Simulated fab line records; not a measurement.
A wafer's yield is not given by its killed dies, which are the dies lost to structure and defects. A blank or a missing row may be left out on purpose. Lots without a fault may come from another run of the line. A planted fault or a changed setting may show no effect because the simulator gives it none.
Chamber matching | flow nand_harc | 3 sister chambers for NHARC_A_STAIRCASE_DEP_322 on pecvd-03
The step deposits SiO2, target thk 7200 nm. 14 wafers are shown with their chamber, then 7 later ones without.

## EACH WAFER AND ITS CHAMBER
wafer  | chamber | heater_power_w (W)
L074.3 | 1       | 661
L074.4 | 2       | 564
L074.6 | 1       | 533
L078.2 | 2       | 710
L078.3 | 0       | 819
L078.4 | 0       | 698
L083.1 | 0       | 727
L083.2 | 1       | 640
L083.6 | 2       | 577
L081.2 | 2       | 741
L081.5 | 0       | 717
L081.6 | 1       | 533
L092.1 | 1       | 616
L092.3 | 1       | 526

SIGNATURES (means of the wafers above)
reading        | chamber 0 | chamber 1 | chamber 2 | scatter within a chamber
heater_power_w | 740.25    | 584.83    | 648.00    | 68.7
Rule: for each reading, subtract the chamber's mean from the wafer's reading, divide by that reading's scatter and square the result; add these up over the readings and take the root, which gives the wafer's distance from the chamber. The wafer belongs to the nearest chamber; if the next one is less than 2 further off, it can't be placed. How the scatter is found: for the shown wafers, subtract from each reading the mean of its chamber, square and add these, divide the total by (wafers less chambers), then take the root.

## WAFERS MISSING THEIR CHAMBER
wafer  | heater_power_w (W)
L092.6 | 541
L093.1 | 663
L093.4 | 669
L093.6 | 524
L096.2 | 614
L096.5 | 679
L096.6 | 531

## THE CHAMBER EACH PASSED THROUGH
wafer  | from the rows above          | in truth
L092.6 | can't be placed: 1 or 2      | 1
L093.1 | can't be placed: 2 or 0 or 1 | 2
L093.4 | can't be placed: 2 or 0 or 1 | 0
L093.6 | can't be placed: 1 or 2      | 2
L096.2 | can't be placed: 1 or 2 or 0 | 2
L096.5 | can't be placed: 2 or 0 or 1 | 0
L096.6 | can't be placed: 1 or 2      | 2
Placed correctly: 0 of 7. From these rows, 7 cannot be placed; in 7 the true chamber is one of the candidates. Wrongly placed: 0.
